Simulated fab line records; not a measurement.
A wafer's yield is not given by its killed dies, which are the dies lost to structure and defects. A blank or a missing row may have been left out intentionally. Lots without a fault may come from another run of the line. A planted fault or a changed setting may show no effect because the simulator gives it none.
Chamber matching / flow n5 finfet / rie diel-02 running N5_BEOL_M0_SAQP_ETCH_49: 4 sister chambers
The step etches SiO2 in CF4/O2, target depth 37 nm. 4 wafers are shown with their chamber, then 9 later ones without.

## WAFERS PAIRED WITH THEIR CHAMBERS
wafer=L082.3; chamber=0; showerhead plenum p Torr (Torr)=2.17
wafer=L083.3; chamber=3; showerhead plenum p Torr (Torr)=2.14
wafer=L083.4; chamber=1; showerhead plenum p Torr (Torr)=2.25
wafer=L083.5; chamber=2; showerhead plenum p Torr (Torr)=2.30

## WAFERS WITH NO CHAMBER GIVEN
wafer=L087.1; showerhead plenum p Torr (Torr)=2.14
wafer=L087.4; showerhead plenum p Torr (Torr)=2.29
wafer=L087.6; showerhead plenum p Torr (Torr)=2.25
wafer=L095.4; showerhead plenum p Torr (Torr)=2.14
wafer=L095.5; showerhead plenum p Torr (Torr)=2.29
wafer=L095.6; showerhead plenum p Torr (Torr)=2.16
wafer=L096.2; showerhead plenum p Torr (Torr)=2.15
wafer=L096.3; showerhead plenum p Torr (Torr)=2.29
wafer=L096.6; showerhead plenum p Torr (Torr)=2.15

## WHICH CHAMBER EACH ONE RAN IN
wafer=L087.1; from the rows above=3; in truth=3
wafer=L087.4; from the rows above=2; in truth=2
wafer=L087.6; from the rows above=1; in truth=1
wafer=L095.4; from the rows above=3; in truth=3
wafer=L095.5; from the rows above=2; in truth=2
wafer=L095.6; from the rows above=can't be placed: 0 or 3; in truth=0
wafer=L096.2; from the rows above=can't be placed: 3 or 0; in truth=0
wafer=L096.3; from the rows above=2; in truth=2
wafer=L096.6; from the rows above=can't be placed: 3 or 0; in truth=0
Placed correctly: 6 of 9. Can't be placed from these rows: 3 (the true chamber is among the candidates in 3). Number placed wrongly: 0.
How it was worked out, from the rows above alone: a wafer's distance from a chamber is the root of the sum, over the readings, of the square of ((its reading less the chamber's mean) divided by the reading's scatter). If the next closest chamber is less than 2 further off than the closest, the wafer can't be placed; otherwise it belongs to the closest. For every chamber, the mean is computed from those of its wafers that are shown. The scatter (one wafer shown for each chamber): square how far every hidden wafer sits from the nearest shown wafer, average those squares and take the square root.
